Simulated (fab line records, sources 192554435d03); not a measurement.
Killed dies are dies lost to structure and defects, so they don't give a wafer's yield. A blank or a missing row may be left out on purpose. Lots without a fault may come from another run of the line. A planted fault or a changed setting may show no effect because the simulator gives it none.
Split-lot experiment | flow n5_finfet | 7 lots, 21 wafers read, on a route of 1938 steps

THE SPLIT
At N5_BEOL_M0_ETCH_138 (etches SiCN in CH3F/O2, target depth 12 nm, time 31.6 s), the setting source_w was moved away from the recipe's 395 W on 9 of the 21 wafers read, by -17.0% to +15.5%. The other wafers ran this setting at the recipe's value.

The reading is taken at the split's own step.

THE READING
rf_vpp_V, in V, at N5_BEOL_M0_ETCH_138 (etches SiCN in CH3F/O2, target depth 12 nm, time 31.6 s). Fault-free wafers of this fab line usually give 298.2 V, standard deviation 1.4 V.

wafer  | tool, chamber at the split | source_w as run, W | against the recipe | rf_vpp_V, V | against lot-mates on the recipe
L080.1 | rie_diel-03, 0             | 395                | recipe             | 297.8       | -
L080.2 | rie_diel-03, 3             | 395                | recipe             | 297.6       | -
L080.5 | rie_diel-03, 0             | 395                | recipe             | 299.0       | -
L081.3 | rie_diel-06, 1             | 327.9              | -17.0%             | 316.1       | +17.2
L081.4 | rie_diel-06, 3             | 395                | recipe             | 301.2       | -
L081.6 | rie_diel-06, 2             | 395                | recipe             | 296.7       | -
L084.1 | rie_diel-02, 0             | 345.9              | -12.4%             | 309.4       | +10.5
L084.4 | rie_diel-02, 3             | 345.9              | -12.4%             | 310.3       | +11.4
L084.5 | rie_diel-02, 1             | 395                | recipe             | 298.9       | -
L088.1 | rie_diel-03, 0             | 395                | recipe             | 298.2       | -
L088.2 | rie_diel-03, 2             | 369.3              | -6.5%              | 304.7       | +6.5
L088.3 | rie_diel-03, 3             | 369.3              | -6.5%              | 303.5       | +5.3
L091.1 | rie_diel-06, 1             | 395                | recipe             | 296.5       | -
L091.5 | rie_diel-06, 2             | 366                | -7.3%              | 304.4       | +6.3
L091.6 | rie_diel-06, 3             | 395                | recipe             | 299.6       | -
L093.1 | rie_diel-06, 2             | 338.8              | -14.2%             | 313.9       | +16.1
L093.2 | rie_diel-06, 3             | 395                | recipe             | 299.2       | -
L093.5 | rie_diel-06, 1             | 395                | recipe             | 296.3       | -
L095.3 | rie_diel-03, 2             | 456.4              | +15.5%             | 286.4       | -10.3
L095.4 | rie_diel-03, 3             | 456.4              | +15.5%             | 284.1       | -12.6
L095.6 | rie_diel-03, 3             | 395                | recipe             | 296.7       | -

THE FIT
A straight line over all 21 wafers: rf_vpp_V changes by -0.935 V for each +1% of source_w; r = -0.98; the points scatter about the line by 1.5 V.
The same after taking each lot's own level away (the mean of its wafers on the recipe; 21 wafers): -0.879 V for each +1%; r = -0.98; scatter 1.6 V.
On that fit, the largest move of source_w shifts the reading by 15 V.
The lots' own levels span 296.70 to 298.95 V, that is 1.6 times the standard deviation above.
So the lot-to-lot level changes the slope little: the two slopes agree.
Check: with one of the wafers moved furthest among these (-17.0%) left out of the fit, the line predicts +15 V for it against its lot-mates. It came out at +17.2 V against them.
Tool readings at the split's step, against how far the setting was moved: rf_vpp_V r = -0.98.

THE FILE'S OWN FIT
rf_vpp_V changes by -0.933 V for each +1% of source_w, r = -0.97.
